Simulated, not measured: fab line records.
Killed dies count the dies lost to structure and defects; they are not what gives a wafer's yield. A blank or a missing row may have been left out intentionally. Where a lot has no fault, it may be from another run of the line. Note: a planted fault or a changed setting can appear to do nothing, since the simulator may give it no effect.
Commonality check across tools | flow nand harc | 2 lots and 6 wafers in the sample

WHY THIS WAS OPENED
Flagged at NHARC_END_SORT_01: reading killed at array, on 2 of 2 lots. No-fault wafers: 55, standard deviation 19.
Rule: a lot is flagged in two cases, either no wafer of it has a number, or all its wafers with numbers fall more than 4 standard deviations from that mean. All remaining lots are regarded as sound.

lot  | measured     | on        | killed at array, wafer by wafer | flag
L222 | day 31 15:01 | prober-01 | 677 674 676                     | FLAGGED
L223 | day 32 03:08 | prober-01 | 672 676 676                     | FLAGGED
On average the flagged lots' numbers are 675, which is +620 against the usual, or +33 standard deviations.

TOOL THAT RAN EACH LOT
4 process steps preceding the reading are held in the record, out of 1302 steps in the route. In each cell: the tool, then ch and the chambers that the sampled wafers went through, then the start.
lot  | flag    | NHARC_A_STAIRCASE_ETCH_197                    | NHARC_A_STAIRCASE_TRIM_198                    | NHARC_A_STAIRCASE_TRIM_233         | NHARC_A_STAIRCASE_STRIP_238
L222 | FLAGGED | rie diel-04 ch 1,2, day 23 09:23 or earlier   | rie diel-04 ch 0,1,2, day 23 09:23 or earlier | rie diel-03 ch 0,2,3, day 23 09:23 | plasma asher-02 ch 0,1, day 23 09:55
L223 | FLAGGED | rie diel-04 ch 0,2,3, day 24 00:01 or earlier | rie diel-04 ch 1,2,3, day 24 00:01 or earlier | rie diel-11 ch 1,2,3, day 24 00:01 | plasma asher-01 ch 0,1, day 24 00:35
What is done by these steps:
- NHARC_A_STAIRCASE_ETCH_197: etches the open film in C4F8/O2, target depth 100 nm, time 40.5 s.
- NHARC_A_STAIRCASE_TRIM_198: chemistry O2, time 211.2 s.
- NHARC_A_STAIRCASE_TRIM_233: chemistry O2, time 211.2 s.
- NHARC_A_STAIRCASE_STRIP_238: strips in O2.
- NHARC_END_SORT_01

FLAGGED AGAINST TOTAL, ONE TOOL AT A TIME (gauges that did the reading follow at the end)
step                        | tool            | lots run | flagged | share of the flagged lots | sound lots run after its first flagged lot
NHARC_A_STAIRCASE_ETCH_197  | rie diel-04     | 2        | 2       | all                       | 0
NHARC_A_STAIRCASE_TRIM_198  | rie diel-04     | 2        | 2       | all                       | 0
NHARC_A_STAIRCASE_TRIM_233  | rie diel-03     | 1        | 1       | some                      | 0
NHARC_A_STAIRCASE_TRIM_233  | rie diel-11     | 1        | 1       | some                      | 0
NHARC_A_STAIRCASE_STRIP_238 | plasma asher-01 | 1        | 1       | some                      | 0
NHARC_A_STAIRCASE_STRIP_238 | plasma asher-02 | 1        | 1       | some                      | 0
NHARC_END_SORT_01           | prober-01       | 2        | 2       | all                       | 0
Because NHARC_A_STAIRCASE_ETCH_197 lacks a start for some lots, the hours and order of its lots are taken from NHARC_A_STAIRCASE_TRIM_233. Because NHARC_A_STAIRCASE_TRIM_198 lacks a start for some lots, the hours and order of its lots are taken from NHARC_A_STAIRCASE_TRIM_233.

THE TABLE: WHAT IT ALLOWS
3 rows of the table ran every flagged lot: rie diel-04 at NHARC_A_STAIRCASE_ETCH_197, rie diel-04 at NHARC_A_STAIRCASE_TRIM_198, prober-01 at NHARC_END_SORT_01.
- rie diel-04 at NHARC_A_STAIRCASE_ETCH_197 ran 2 lots, 2 of them flagged. With no sound lot run before its first flagged lot in this sample, there is nothing to narrow down the start.
- rie diel-04 at NHARC_A_STAIRCASE_TRIM_198 ran 2 lots, 2 of them flagged. With no sound lot run before its first flagged lot in this sample, there is nothing to narrow down the start.
- prober-01 at NHARC_END_SORT_01 ran 2 lots, 2 of them flagged. With no sound lot run before its first flagged lot in this sample, there is nothing to narrow down the start.
Counting lots can't tell these 2 tools apart, because each fits a fault that began at some hour. More lots, or a look at what each step does to the wafer, might.

WHAT THE SIMULATOR PUT IN
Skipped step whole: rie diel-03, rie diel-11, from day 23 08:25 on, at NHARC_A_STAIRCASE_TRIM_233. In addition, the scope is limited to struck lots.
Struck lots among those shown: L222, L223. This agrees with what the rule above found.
